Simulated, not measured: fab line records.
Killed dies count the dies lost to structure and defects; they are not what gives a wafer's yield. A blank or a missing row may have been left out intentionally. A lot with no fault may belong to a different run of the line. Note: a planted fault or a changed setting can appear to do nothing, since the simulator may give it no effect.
Matching of chambers	flow n5 finfet	4 sister chambers for N5_BEOL_M0_SAQP_STRIP_75 on rie diel-02
The step strips in CF4. 4 wafers are shown with their chamber, then 7 later ones without.

WAFERS, EACH WITH ITS CHAMBER
wafer	chamber	throttle valve pct (%)
L080.2	2	13.0
L081.6	3	13.3
L087.2	1	13.2
L087.4	0	13.9

WAFERS WITH NO CHAMBER GIVEN
wafer	throttle valve pct (%)
L087.6	13.2
L089.2	13.9
L089.4	13.1
L089.6	13.2
L094.1	13.9
L094.3	13.4
L094.6	13.1

CHAMBER TAKEN BY EACH
wafer	from the rows above	in truth
L087.6	can't be placed: 1 or 3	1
L089.2	0	0
L089.4	can't be placed: 1 or 2 or 3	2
L089.6	can't be placed: 1 or 3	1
L094.1	0	0
L094.3	can't be placed: 3 or 1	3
L094.6	can't be placed: 1 or 2 or 3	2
2 of 7 placed correctly. Unplaceable from these rows: 5, with the true chamber sitting among the candidates in 5. 0 placed wrongly.
How it was worked out, from the rows above alone: a wafer's distance from a chamber is the root of the sum, over the readings, of the square of ((its reading less the chamber's mean) divided by the reading's scatter). If the next closest chamber is less than 2 further off than the closest, the wafer can't be placed; otherwise it belongs to the closest. A chamber's mean is the mean of its shown wafers. The scatter: with one shown wafer a chamber, the root of the mean of the squares of how far each hidden wafer lies from its nearest shown one.
